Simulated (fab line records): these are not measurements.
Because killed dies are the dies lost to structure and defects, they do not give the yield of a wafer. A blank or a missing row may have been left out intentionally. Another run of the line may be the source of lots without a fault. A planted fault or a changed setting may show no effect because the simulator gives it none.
A lot that was struck, set against a sound lot    flow n5 finfet    11 out of 1938 route steps
Sound: wafers L808.2, L808.5, L808.6. The struck wafers were L823.1, L823.4, L823.6. The cause comes at the end.
At each step with rows: each side's tool, then ch and its chambers, then its first start. Under that, the readings that differ: sound wafers    struck wafers    difference of the means    sigmas: that difference in standard deviations of wafers without a fault.
alike: same words and numbers on both sides, and readings whose means sit less than 2 such deviations apart. not compared: any withheld reading, any reading some wafer has no value for, any bound like >300 that may hide the same value, and any number with overlapping values for which the record gives no deviation.
A row with sigmas, a row that says differs or no value, or rows on one side alone: a step with any of these is where the two part. When numbers do not overlap yet have no deviation, they are printed without sigmas and do not part them. A reading that every wafer of one side lacks parts them only if that side has two wafers or more.

N5_START_INSPECT_01: inspects for defects (unpatterned scan).
  sound on defect inspect-02 at day 2 12:02; struck on defect inspect-01 at day 6 06:02
  alike: raw defect count
then, 2 steps without rows for these wafers: N5_ZERO_LAYER_PRECLEAN_00 (cleans in SPM, time 600 s); N5_ZERO_LAYER_SRD_01 (time 30 s, dry time 30 s).
N5_ZERO_LAYER_PECVD_02: deposits SiO2 from SiH4/N2O, target thk 10 nm, time 6 s.
  sound on pecvd-02 ch 0,1, day 2 12:17; struck on pecvd-01 ch 0,2, day 6 06:28
  alike: heater power w, showerhead plenum p Torr
then, 4 steps without rows for these wafers: N5_ZERO_LAYER_HMDS_04 (time 60 s); N5_ZERO_LAYER_COAT_05 (resist thk 1000 nm); N5_ZERO_LAYER_EBR_07; N5_ZERO_LAYER_SOFTBAKE_06 (time 90 s).
N5_ZERO_LAYER_EXPOSE_08: exposes mask ZERO, defocus 0 nm, target cd 2000 nm.
  sound on krf scanner-01 ch 0, day 2 12:28; struck on krf scanner-02 ch 0, day 6 06:39
reading               sound                 struck                difference  sigmas
exposure dose mJ cm2  16.213 16.208 16.211  16.475 16.504 16.478  +0.275      +17
focus offset nm (nm)  0.4 0.8 1.2           -1.0 -0.5 0.0         -1.3        -2
  alike: mask
after that, 1 step had no rows for these wafers: N5_ZERO_LAYER_PEB_09.
N5_PASSIVATION_PROBE_49:
  the record has rows for the sound wafers here (prober-02, day 13 18:39) and none for the struck ones

WHERE THEY PART
Earliest at N5_ZERO_LAYER_EXPOSE_08; latest, in this record, at N5_PASSIVATION_PROBE_49.

WHY: whatever the simulator had introduced
Process parameters drifting: krf scanner-02 at N5_ZERO_LAYER_EXPOSE_08, beginning at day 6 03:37. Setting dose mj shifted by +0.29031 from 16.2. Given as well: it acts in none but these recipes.
